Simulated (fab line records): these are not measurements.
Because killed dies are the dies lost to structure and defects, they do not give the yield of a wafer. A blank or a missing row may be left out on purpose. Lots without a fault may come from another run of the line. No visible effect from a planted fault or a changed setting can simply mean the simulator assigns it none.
Comparing a struck lot with a sound one + flow n5-finfet + 37 out of 1938 route steps
Sound: these wafers, L384.1, L384.3, L384.4. Struck: wafers L375.1, L375.3, L375.5. The cause comes at the end.
Per side, at each step with rows, come the tool, then ch with its chambers, and then its first start. Under that, the readings that differ: sound wafers + struck wafers + difference of the means + sigmas: that difference in standard deviations of wafers without a fault.
alike: readings with means less than 2 such deviations apart, plus words and numbers identical on both sides. not compared: withheld readings, readings lacking a value on some wafer, bounds such as >300 that could conceal the same value, and numbers that have no deviation in the record and whose values overlap.
Wherever a step has rows on one side only, a row that says differs or no value, or a row with sigmas, the two part there. Numbers that have no deviation but don't overlap get no sigmas and don't part them. A reading missing from all wafers of one side parts the sides only when that side holds two or more wafers.

first, 9 steps without rows for these wafers: N5_WELL_APT_COAT_02 (resist thk 950 nm); N5_WELL_APT_EBR_04; N5_WELL_APT_SOFTBAKE_03 (time 60 s); N5_WELL_APT_EXPOSE_05 (exposes mask NWELL, defocus 0 nm, target cd 200 nm); N5_WELL_APT_PEB_06 (peb time 90 s); N5_WELL_APT_DEVELOP_07 (develop time 45 s); N5_WELL_APT_HARDBAKE_12 (time 120 s); N5_WELL_APT_DESCUM_13 (chemistry O2, time 7.9 s); N5_WELL_APT_IMPLANT_14.
N5_WELL_APT_IMPLANT_15:
  sound on implanter-01 ch 0, day 7 07:55; struck on implanter-02 ch 0, day 5 02:10
| reading                   | sound                | struck               | difference | sigmas      |
|---------------------------|----------------------|----------------------|------------|-------------|
| beam-energy-keV           | 25.000 25.001 24.998 | 37.887 37.885 37.886 | +12.886    | +99 or more |
| model.implant.rp-nm (nm)  | 18.64 18.64 18.64    | 25.42 25.42 25.42    | +6.78      |             |
| model.implant.drp-nm (nm) | 8.457 8.457 8.457    | 11.48 11.48 11.48    | +3.02      |             |
then, 25 steps without rows for these wafers: N5_WELL_APT_STRIP_16 (strips in SPM, time 900 s); N5_WELL_APT_HMDS_18 (time 60 s); N5_WELL_APT_COAT_19 (resist thk 950 nm); N5_WELL_APT_EBR_21; N5_WELL_APT_SOFTBAKE_20 (time 60 s); N5_WELL_APT_EXPOSE_22 (exposes mask PWELL, defocus 0 nm, target cd 200 nm); N5_WELL_APT_PEB_23 (peb time 90 s); N5_WELL_APT_DEVELOP_24 (develop time 45 s); N5_WELL_APT_HARDBAKE_29 (time 120 s); N5_WELL_APT_DESCUM_30 (chemistry O2, time 7.9 s); N5_WELL_APT_IMPLANT_31; N5_WELL_APT_IMPLANT_32; N5_WELL_APT_STRIP_33 (strips in SPM, time 900 s); N5_WELL_APT_RTA_34 (time 10 s); N5_WELL_APT_OXIDE_STRIP_42 (strips SiO2 in dHF, time 45 s, target depth 12 nm); N5_WELL_APT_PRECLEAN_36 (cleans in O3/DIW, time 45 s); N5_WELL_APT_PRECLEAN_39 (cleans in dHF, time 60 s); N5_WELL_APT_SRD_37 (time 30 s); N5_WELL_APT_EPI_41 (deposits Si from SiH4/H2, target thk 50 nm, time 297.7 s); N5_PMOS_HMC_CHANNEL_EPI_HM_DEP_34 (deposits SiO2 from TEOS/O2, target thk 36 nm, time 6.9 s); N5_PMOS_HMC_CHANNEL_EPI_COAT_31 (time 60 s, resist thk 66 nm); N5_PMOS_HMC_CHANNEL_EPI_COAT_03 (resist thk 205 nm); N5_PMOS_HMC_CHANNEL_EPI_EBR_05; N5_PMOS_HMC_CHANNEL_EPI_SOFTBAKE_04 (time 60 s); N5_PMOS_HMC_CHANNEL_EPI_EXPOSE_06 (exposes mask PMOS HMC BLK, target cd 240 nm).
-- a jump in the record: the struck wafers' starts before and after are 7 days apart (it breaks off in module PMOS_HMC_CHANNEL_EPI and resumes in module BEOL_M4, where the first step shown is number 1111 of the route) --
N5_BEOL_M4_RC_MEAS_101:
  sound on prober-02 ch 0, day 13 19:50; struck on prober-02 ch 0, day 12 04:55
| reading | sound       | struck      | difference | sigmas |
|---------|-------------|-------------|------------|--------|
| CJ_P    | 5.7 6.1 5.7 | 4.9 4.3 5.1 | -1.1       | -3     |
  alike: DIBL_N, DIBL_P, IOFF_N, IOFF_P, ION_N, ION_P, SS_N, SS_P, VT_N, VT_P
-- here the record skips 4 days between the struck wafers' starts before and after, leaving off in module BEOL_M4 and picking up in module PASSIVATION (first step shown: number 1936 of the route) --
N5_PASSIVATION_PROBE_49:
  the record has rows for the struck wafers here (prober-01, day 16 04:29) and none for the sound ones

WHERE THEY PART
Earliest at N5_WELL_APT_IMPLANT_15; latest, in this record, at N5_PASSIVATION_PROBE_49.

WHY: what had been put in by the simulator
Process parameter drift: implanter-02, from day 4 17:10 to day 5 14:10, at N5_WELL_APT_IMPLANT_15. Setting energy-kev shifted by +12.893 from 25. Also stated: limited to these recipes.
